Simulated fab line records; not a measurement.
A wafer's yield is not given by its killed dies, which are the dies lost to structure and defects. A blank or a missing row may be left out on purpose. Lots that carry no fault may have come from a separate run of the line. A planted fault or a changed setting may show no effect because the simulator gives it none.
Struck lot and sound lot, side by side -- flow n5 finfet -- 39 out of 1938 route steps
Sound: wafers L839.2, L839.4, L839.6. Struck: wafer L830.3. (L830.2 of the same lot was not struck and is left out.) The cause comes at the end.
Per side, at each step with rows, come the tool, then ch with its chambers, and then its first start. Under that, the readings that differ: sound wafers -- struck wafers -- difference of the means -- sigmas: that difference in standard deviations of wafers without a fault.
alike: words and numbers the same on both sides, and readings whose means are apart by under 2 such deviations; not compared: readings that were withheld, readings missing a value for some wafer, numbers with overlapping values and no deviation given by the record, and bounds like >300 which may hide the same value.
The two part at a step that has a row with sigmas, a row that says differs or no value, or rows on one side only. Numbers that have no deviation but don't overlap get no sigmas and don't part them. A reading missing from all wafers of one side parts the sides only when that side holds two or more wafers.

first, 10 steps without rows for these wafers: N5_DUMMY_GATE_ETCH_23 (etches poly-Si in HBr/Cl2/O2, target depth 41 nm, time 22.3 s); N5_DUMMY_GATE_ETCH_44 (etches poly-Si in HBr/O2, stops on SiO2, target depth 127.5 nm); N5_DUMMY_GATE_ETCH_42 (etches SiO2 in CHF3/O2, target depth 3.5 nm, time 31 s); N5_DUMMY_GATE_STRIP_48 (strips in N2/H2, time 20 s); N5_DUMMY_GATE_PRECLEAN_33 (cleans in dHF, time 10 s); N5_DUMMY_GATE_PRECLEAN_25 (cleans in O3/DIW, time 45 s); N5_DUMMY_GATE_PRECLEAN_51 (cleans in SC2, time 45 s); N5_DUMMY_GATE_SRD_26 (time 30 s); N5_DUMMY_GATE_UV_OZONE_45 (time 120 s); N5_SPACER0_ALD_07 (deposits SiNx, target thk 2 nm).
N5_SPACER0_ALD_00: deposits SiOCN, target thk 3.5 nm, pulse time 3 s, purge time 2 s.
  sound on ald sin-01 ch 0,2, day 8 17:48; struck on ald sin-04 ch 1, day 6 15:29
reading,sound,struck,difference,sigmas
ald cycles,58 58 58,74,+16,
model.SiOCN_of_SPACER0_ALD_00.thk nm (nm),3.4 3.4 3.6,4.4,+0.9,
  alike: heater power w, precursor pulse height rel
then, 25 steps without rows for these wafers: N5_SPACER0_ALD_08 (deposits SiNx, target thk 2 nm); N5_SD_EPI_N_COAT_32 (time 60 s, resist thk 350 nm); N5_SD_EPI_N_COAT_33 (time 60 s, resist thk 35 nm); N5_SD_EPI_N_COAT_03 (resist thk 150 nm); N5_SD_EPI_N_EBR_05; N5_SD_EPI_N_SOFTBAKE_04 (time 60 s); N5_SD_EPI_N_EXPOSE_06 (exposes mask SD N BLK, target cd 120 nm); N5_SD_EPI_N_PEB_07 (peb time 60 s); N5_SD_EPI_N_DEVELOP_08 (develop time 30 s); N5_SD_EPI_N_DESCUM_14 (chemistry O2, time 7.9 s); N5_SD_EPI_N_ETCH_34 (etches SiARC in CF4, target depth 45.5 nm, time 75.8 s); N5_SD_EPI_N_ETCH_35 (etches SOC in N2/H2, overetch 108 nm, time 486 s); N5_SD_EPI_N_STRIP_36 (strips in N2/H2); N5_SD_EPI_N_ETCHBACK_44 (etches SiNx in CH3F/O2, stops on SiO2, target depth 14.5 nm); N5_SD_EPI_N_ETCH_45 (etches SiOCN in CH3F/O2, target depth 6 nm); N5_SD_EPI_N_ETCH_16 (etches SiO2 in CHF3/O2, target depth 5 nm); N5_SD_EPI_N_STRIP_47 (strips in CHF3/O2); N5_SD_EPI_N_SD_RECESS_17 (chemistry HBr/Cl2/O2, target depth 41 nm, time 23.7 s, bt time 3 s); N5_SD_EPI_N_STRIP_38 (strips in N2/H2); N5_SD_EPI_N_WET_ETCH_43 (etches SiO2 in dHF, time 14 s, target depth 1.5 nm); N5_SD_EPI_N_STRIP_18 (strips in SPM, time 750 s); N5_SD_EPI_N_SRD_20 (time 30 s); N5_SD_EPI_N_PRECLEAN_48 (cleans in NF3:NH3, afs cycles 2, time 20 s, sublimation time 60 s); N5_SD_EPI_N_VAPOR_ETCH_50 (etches Si in HCl, time 54 s); N5_SD_EPI_N_EPI_21 (deposits Si:P, time 690 s).
N5_SD_EPI_P_PRECLEAN_32: cleans in dHF, time 10 s.
  sound on wet bench-01 ch 3,5,6, day 9 03:05; struck on wet bench-01 ch 2, day 7 01:56
reading,sound,struck,difference,sigmas
model.SiOCN_of_SPACER0_ALD_00.thk nm (nm),3.4 3.4 3.4,4.4,+1.0,
-- here the record skips 5 days between the struck wafers' starts before and after, leaving off in module SD_EPI_P and picking up in module BEOL_M4 (first step shown: number 1111 of the route) --
N5_BEOL_M4_RC_MEAS_101:
  sound on prober-02 ch 0, day 13 15:55; struck on prober-02 ch 0, day 11 14:23
reading,sound,struck,difference,sigmas
DIBL_N (mV/V),39.4 33.0 36.5,31.3,-5.0,-3
IOFF_N (nA/um),0.237 0.124 0.169,0.092,-0.085,-3
IOFF_P (nA/um),0.26 0.16 0.20,0.12,-0.09,-3
ION_N (uA/um),691 677 688,638,-47,-4
ION_P (uA/um),466 458 464,431,-32,-4
REXT_N (ohm.um),76.4 77.4 75.6,82.2,+5.7,+3
REXT_P (ohm.um),104.5 104.1 103.5,122.0,+18.0,+7
SS_P (mV/dec),74.6 72.5 73.4,71.7,-1.8,-3
VT_N (mV),247 251 249,259,+10,+3
VT_P (mV),-247 -251 -251,-259,-9,-3
  alike: DIBL_P, SS_N
-- a jump in the record: the struck wafers' starts before and after are 4 days apart (it breaks off in module BEOL_M4 and resumes in module PASSIVATION, where the first step shown is number 1936 of the route) --
N5_PASSIVATION_PROBE_49:
  sound on prober-02, day 17 23:17; struck on prober-01, day 15 16:11
reading,sound,struck,difference,sigmas
killed_at_M0_to_M3,32 26 26,52,+24,+2
killed at contacts,27 21 25,3,-21,-3
sort_bin_8_speed (%),0 0 0,10.34,+10.34,+99 or more
sort n pass,1075 1078 1080,940,-138,-8
sort yield pct (%),91.1 91.4 91.5,79.7,-11.6,-8
  alike: defect limited yield, killed_at_M4_up, killed at front end, killed at other, killed dies, killed open, killed short, sort_bin_5_function, sort_bin_6_memory

## WHERE THEY PART
First at N5_BEOL_M4_RC_MEAS_101; last, within this record, at N5_PASSIVATION_PROBE_49.

WHY: what the simulator had put in
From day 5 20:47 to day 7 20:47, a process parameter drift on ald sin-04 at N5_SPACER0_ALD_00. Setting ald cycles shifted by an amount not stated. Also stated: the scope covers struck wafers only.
